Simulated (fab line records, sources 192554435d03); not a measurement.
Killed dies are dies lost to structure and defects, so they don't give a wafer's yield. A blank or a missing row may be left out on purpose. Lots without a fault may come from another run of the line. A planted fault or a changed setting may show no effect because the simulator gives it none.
Which tool did it? | flow n5_finfet | 10 lots, 29 wafers sampled, at 6 steps of a route of 1938

WHAT THE GAUGES READ, wafer by wafer
N5_BEOL_M4_RC_MEAS_101. Usual: DIBL_N 36.6 mV/V, standard deviation 2.1; DIBL_P 36.5 mV/V, standard deviation 2.7; IOFF_N 0.17 nA/um, standard deviation 0.043; IOFF_P 0.22 nA/um, standard deviation 0.045; ION_N 674 uA/um, standard deviation 17; ION_P 461 uA/um, standard deviation 9.9; SS_N 71.7 mV/dec, standard deviation 0.79; SS_P 73.4 mV/dec, standard deviation 0.79; VT_N 249 mV, standard deviation 4; VT_P -250 mV, standard deviation 3.3.
lot  | measured     | on        | DIBL_N (mV/V)  | DIBL_P (mV/V)  | IOFF_N (nA/um) | IOFF_P (nA/um) | ION_N (uA/um) | ION_P (uA/um) | SS_N (mV/dec)  | SS_P (mV/dec)  | VT_N (mV)   | VT_P (mV)      | flag
L727 | day 8 20:52  | prober-01 | 33.1 34.9 38.3 | 33.5 36.1 39.8 | 0.10 0.14 0.22 | 0.14 0.18 0.24 | 647 658 696   | 443 454 469   | 70.5 71.3 72.1 | 71.6 73.0 73.2 | 258 252 244 | -256 -254 -251 |
L731 | day 9 02:46  | prober-01 | 39.7 36.1 35.1 | 39.8 32.2 33.3 | 0.19 0.13 0.12 | 0.27 0.15 0.17 | 657 644 645   | 452 439 449   | 71.8 70.9 70.6 | 75.0 72.2 72.6 | 249 254 254 | -248 -255 -255 |
L729 | day 9 02:56  | prober-02 | 40.5 37.7 38.3 | 39.4 35.1 37.4 | 0.23 0.17 0.20 | 0.26 0.19 0.23 | 695 676 693   | 463 454 464   | 73.2 72.8 72.4 | 74.4 73.9 73.9 | 247 250 248 | -250 -254 -248 |
L734 | day 9 17:14  | prober-01 | 35.3 32.8 32.1 | 37.4 33.5 33.0 | 0.13 0.10 0.10 | 0.21 0.16 0.15 | 659 664 662   | 456 462 459   | 71.8 70.7 71.0 | 73.9 72.6 72.1 | 252 256 257 | -251 -254 -254 |
L732 | day 9 23:44  | prober-02 | 39.5 39.0 37.1 | 41.3 40.2 36.6 | 0.25 0.25 0.20 | 0.30 0.30 0.23 | 692 689 687   | 469 468 465   | 73.0 72.0 72.0 | 74.9 74.1 73.9 | 244 242 248 | -246 -245 -246 |
L736 | day 10 02:13 | prober-02 | 35.5 37.8      | 36.0 38.4      | 0.15 0.19      | 0.23 0.27      | 673 682       | 467 478       | 71.9 72.0      | 73.6 74.2      | 248 249     | -246 -246      |
L735 | day 10 02:48 | prober-01 | 35.0 36.8 34.8 | 36.0 37.5 35.0 | 0.16 0.17 0.15 | 0.23 0.24 0.20 | 689 670 680   | 474 458 468   | 71.0 71.2 70.5 | 73.7 73.5 72.8 | 247 249 250 | -247 -247 -251 |
L738 | day 11 02:28 | prober-02 | 35.8 35.8 36.0 | 35.8 36.8 34.5 | 0.15 0.16 0.15 | 0.18 0.19 0.17 | 688 660 671   | 468 452 451   | 72.0 71.7 72.4 | 73.0 73.8 73.3 | 251 247 252 | -252 -252 -252 |
L739 | day 11 10:14 | prober-01 | 34.9 35.6 36.1 | 33.3 34.0 35.9 | 0.14 0.16 0.15 | 0.17 0.19 0.21 | 683 686 680   | 465 470 467   | 71.6 71.4 71.4 | 72.3 72.0 73.3 | 252 248 251 | -248 -248 -246 |
L740 | day 12 05:52 | prober-02 | 35.7 36.4 35.5 | 36.7 37.6 36.8 | 0.15 0.16 0.14 | 0.22 0.24 0.22 | 667 666 673   | 466 466 465   | 71.7 71.9 70.7 | 73.9 73.5 73.5 | 253 252 252 | -248 -247 -249 |

N5_BEOL_M8_OVL_MEAS_29. Usual: V7_OVL 0.0 nm, standard deviation 0.6.
lot  | measured     | on         | V7_OVL (nm)    | flag
L727 | day 10 04:32 | overlay-02 | -0.6 0.7 0.0   |
L731 | day 10 14:58 | overlay-01 | 0.8 0.9 -0.1   |
L729 | day 10 11:28 | overlay-01 | 0.8 0.3 0.6    |
L734 | day 11 01:07 | overlay-01 | -0.7 -0.8 -0.2 |
L732 | day 11 08:26 | overlay-01 | 0.7 -0.4 -0.6  |
L736 | day 11 11:53 | overlay-02 | -0.2 0.1       |
L735 | day 11 12:08 | overlay-01 | 0.0 -1.2 -0.4  |
L738 | day 12 08:56 | overlay-02 | 1.0 0.4 0.3    |
L739 | day 12 20:17 | overlay-01 | -0.9 -0.8 0.5  |
L740 | day 13 17:25 | overlay-01 | -1.4 -0.5 -1.7 |

N5_BEOL_M8_INSPECT_30: inspects for defects (brightfield). Usual: raw_defect_count 444, standard deviation 90.
lot  | measured     | on                | raw_defect_count | flag
L727 | day 10 04:35 | defect_inspect-01 | 445 425 412      |
L731 | day 10 15:01 | defect_inspect-01 | 318 253 361      |
L729 | day 10 11:31 | defect_inspect-01 | 611 538 600      |
L734 | day 11 01:10 | defect_inspect-02 | 646 462 682      |
L732 | day 11 08:29 | defect_inspect-01 | 670 451 567      |
L736 | day 11 11:56 | defect_inspect-02 | 433 587          |
L735 | day 11 12:11 | defect_inspect-02 | 467 419 366      |
L738 | day 12 08:59 | defect_inspect-02 | 411 440 379      |
L739 | day 12 20:20 | defect_inspect-02 | 471 354 405      |
L740 | day 13 17:28 | defect_inspect-02 | 284 259 369      |

N5_BEOL_M8_OCD_MEAS_38. Usual: trench_depth_nm 92.5 nm, standard deviation 2.6.
lot  | measured     | on     | trench_depth_nm (nm) | flag
L727 | day 10 05:03 | ocd-01 | 94.8 89.7 94.9       |
L731 | day 10 15:29 | ocd-02 | 89.2 90.1 88.8       |
L729 | day 10 12:14 | ocd-02 | 92.5 90.5 93.8       |
L734 | day 11 01:59 | ocd-02 | 95.7 94.4 94.9       |
L732 | day 11 08:57 | ocd-02 | 94.9 90.1 92.2       |
L736 | day 11 12:25 | ocd-02 | 91.9 92.9            |
L735 | day 11 12:46 | ocd-02 | 94.8 97.3 89.5       |
L738 | day 12 09:28 | ocd-02 | 88.9 93.8 88.9       |
L739 | day 12 20:49 | ocd-01 | 92.2 92.9 93.2       |
L740 | day 13 18:03 | ocd-02 | 98.0 91.1 55.0       | OFF

WHICH TOOL RAN EACH LOT (tool, then ch and the chambers of the sampled wafers, then the start)
lot  | N5_BEOL_M8_HM_DEP_02         | N5_BEOL_M8_STRIP_19
L727 | pvd_sputter-02, day 10 02:34 | rie_diel-03 ch 1,2,3, day 10 03:34
L731 | pvd_sputter-02, day 10 10:52 | rie_diel-01 ch 0,2, day 10 11:59
L729 | pvd_sputter-01, day 10 09:56 | rie_diel-03 ch 0,2, day 10 10:55
L734 | pvd_sputter-02, day 10 22:28 | rie_diel-01 ch 0,1, day 10 23:32
L732 | pvd_sputter-02, day 11 06:35 | rie_diel-01 ch 0,1,3, day 11 07:46
L736 | pvd_sputter-02, day 11 09:16 | rie_diel-01 ch 1,2, day 11 10:21
L735 | pvd_sputter-01, day 11 09:22 | rie_diel-03 ch 0,1, day 11 10:26
L738 | pvd_sputter-03, day 12 07:33 | rie_diel-03 ch 0,3, day 12 08:31
L739 | pvd_sputter-02, day 12 18:11 | rie_diel-01 ch 0,1,3, day 12 19:13
L740 | pvd_sputter-02, day 13 13:31 | rie_diel-06 ch 0,1,2, day 13 15:04
- N5_BEOL_M8_HM_DEP_02: deposits TiN, target thk 20 nm.
- N5_BEOL_M8_STRIP_19: strips in O2.

WHAT THE TOOLS THEMSELVES READ (means of the sampled wafers that have a number; where no wafer has one, the mark that the record gives instead)
N5_BEOL_M8_HM_DEP_02. Usual: throttle_valve_pct 30.1 %, standard deviation 0.86.
lot  | tool           | throttle_valve_pct (%) | flag
L727 | pvd_sputter-02 | 30.0                   |
L731 | pvd_sputter-02 | 30.5                   |
L729 | pvd_sputter-01 | 30.3                   |
L734 | pvd_sputter-02 | 29.8                   |
L732 | pvd_sputter-02 | 29.7                   |
L736 | pvd_sputter-02 | 30.1                   |
L735 | pvd_sputter-01 | 29.8                   |
L738 | pvd_sputter-03 | 31.7                   |
L739 | pvd_sputter-02 | 29.7                   |
L740 | pvd_sputter-02 | 30.1                   |

N5_BEOL_M8_STRIP_19. Usual: drypump_motor_current_A 6.0 A, standard deviation 0.39; oes_product_au 0.77 a.u., standard deviation 0.078; rf_vpp_V 3.7 V, standard deviation 0.57; showerhead_plenum_p_Torr 2.09 Torr, standard deviation 0.066; temp_c 40.00 C, standard deviation 0.11; throttle_valve_pct 16.75 %, standard deviation 0.26.
lot  | tool        | drypump_motor_current_A (A) | oes_product_au (a.u.) | rf_vpp_V (V) | showerhead_plenum_p_Torr (Torr) | temp_c (C) | throttle_valve_pct (%) | flag
L727 | rie_diel-03 | 5.7                         | 0.79                  | 3.2          | 2.06                            | 39.97      | 16.48                  |
L731 | rie_diel-01 | 6.3                         | 0.85                  | 4.1          | 2.15                            | 40.02      | 16.77                  |
L729 | rie_diel-03 | 5.9                         | 0.71                  | 4.0          | 2.10                            | 40.02      | 16.93                  |
L734 | rie_diel-01 | 6.3                         | 0.75                  | 3.3          | 2.11                            | 39.99      | 16.75                  |
L732 | rie_diel-01 | 6.1                         | 0.71                  | 3.8          | 2.08                            | 40.02      | 16.88                  |
L736 | rie_diel-01 | 6.1                         | 0.79                  | 3.8          | 2.06                            | 39.91      | 16.73                  |
L735 | rie_diel-03 | 5.7                         | 0.77                  | 4.0          | 2.12                            | 40.04      | 16.99                  |
L738 | rie_diel-03 | 6.2                         | 0.79                  | 3.9          | 2.04                            | 40.11      | 16.56                  |
L739 | rie_diel-01 | 6.2                         | 0.80                  | 3.8          | 2.07                            | 39.94      | 16.73                  |
L740 | rie_diel-06 | 5.9                         | 0.79                  | 3.9          | 2.12                            | 40.02      | 16.64                  |

THE ANSWER, worked out from the rows above alone
Rule: a lot is off if the mean of its wafers that have a number lies more than 3 standard deviations from the usual mean. A lot without any number at a reading at which 4 lots or more have one is off too. The other lots that the step has rows for count as sound. The gauges are gone through in route order, then the tools' own readings, and for those a lot's mean is taken as printed above. The first step at which some lot is off is used, and at that step the reading that is off furthest; a lot without a number counts as furthest.
Off: L740, at N5_BEOL_M8_OCD_MEAS_38 (trench_depth_nm).
A tool fits if, at a process step before that reading, it ran every lot that is off, and no sound lot after the first of them. The gauges at N5_BEOL_M8_OCD_MEAS_38 are tried like those tools. Can't be told from this: 3 tools fit, pvd_sputter-02 at N5_BEOL_M8_HM_DEP_02, rie_diel-06 at N5_BEOL_M8_STRIP_19, ocd-02 at N5_BEOL_M8_OCD_MEAS_38.

WHAT THE SIMULATOR HAD PUT IN
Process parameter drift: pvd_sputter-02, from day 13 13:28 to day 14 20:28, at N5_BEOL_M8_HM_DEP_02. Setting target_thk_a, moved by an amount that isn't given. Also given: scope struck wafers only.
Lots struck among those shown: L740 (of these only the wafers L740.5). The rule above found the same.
